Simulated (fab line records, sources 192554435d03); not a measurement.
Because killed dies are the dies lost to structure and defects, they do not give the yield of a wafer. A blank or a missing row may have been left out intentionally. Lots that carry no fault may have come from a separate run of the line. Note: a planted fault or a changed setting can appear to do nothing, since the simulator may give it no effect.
2 desks, one fault :: flow n5Finfet :: only its own numbers are on each desk; what lay behind them is given at the end

== DESK OF THE TOOL OWNER: aldSin-04 ==
The tool's own readings at N5_BEOL_M1_ALD_98 (deposits SiO2, target thk 2.5 nm, pulse time 1 s, co reactant pulse time 1 s): means of the sampled wafers that have a number, for each lot that ran on this tool. A lot is out of limits, marked OUT, if its mean lies more than 4 standard deviations from the usual mean; the brackets give that distance.
Columns: A = heaterPowerW at N5_BEOL_M1_ALD_98, usual 75 W; B = precursorPulseHeightRel at N5_BEOL_M1_ALD_98, usual 0.996
lot: L661
first seen here: day 8 15:42
A: 73
B: 1.003

lot: L662
first seen here: day 8 21:20
A: 74
B: 0.982

lot: L663
first seen here: day 9 04:01
A: 72
B: 0.982
Finding of this desk: none of the 3 lots has anything out of limits.

== METROLOGY DESK ==
What the gauges read for every lot (on any tool): the sampled wafers with a number, averaged. A lot is out of limits, marked OUT, if its mean lies more than 4 standard deviations from the usual mean; the brackets give that distance. Readings shown: 7 of its 10, picked as those furthest out on some lot.
Columns: A = DIBL_N at N5_BEOL_M4_RC_MEAS_101, usual 36.8 mV/V; B = DIBL_P at N5_BEOL_M4_RC_MEAS_101, usual 36.5 mV/V; C = IOFF_P at N5_BEOL_M4_RC_MEAS_101, usual 0.22 nA/um; D = ION_P at N5_BEOL_M4_RC_MEAS_101, usual 463 uA/um; E = SS_N at N5_BEOL_M4_RC_MEAS_101, usual 71.6 mV/dec; F = VT_N at N5_BEOL_M4_RC_MEAS_101, usual 249 mV; G = VT_P at N5_BEOL_M4_RC_MEAS_101, usual -250 mV
lot: L654
first seen here: day 9 03:04
A: 37.3
B: 37.5
C: 0.25
D: 466
E: 71.5
F: 246
G: -247

lot: L655
first seen here: day 9 03:22
A: 34.3
B: 35.0
C: 0.19
D: 454
E: 70.9
F: 252
G: -251

lot: L661
first seen here: day 10 14:47
A: 35.7
B: 35.5
C: 0.22
D: 460
E: 72.1
F: 250
G: -249

lot: L662
first seen here: day 11 02:55
A: 36.9
B: 35.7
C: 0.20
D: 457
E: 71.3
F: 251
G: -251

lot: L663
first seen here: day 11 05:40
A: 36.5
B: 35.9
C: 0.21
D: 464
E: 71.0
F: 250
G: -249

lot: L664
first seen here: day 11 22:47
A: 36.8
B: 36.4
C: 0.23
D: 465
E: 71.1
F: 248
G: -249

lot: L665
first seen here: day 12 18:36
A: 35.8
B: 34.2
C: 0.18
D: 460
E: 70.8
F: 252
G: -252

lot: L673
first seen here: day 15 02:19
A: 37.4
B: 37.8
C: 0.23
D: 461
E: 71.8
F: 248
G: -251
Finding of this desk: none of the 8 lots has anything out of limits.

== ALL TOGETHER ==
Nothing out of limits was seen by the tool owner's desk.
At the metrology desk, nothing out of limits was observed.

== WHAT THE SIMULATOR HAD PUT IN ==
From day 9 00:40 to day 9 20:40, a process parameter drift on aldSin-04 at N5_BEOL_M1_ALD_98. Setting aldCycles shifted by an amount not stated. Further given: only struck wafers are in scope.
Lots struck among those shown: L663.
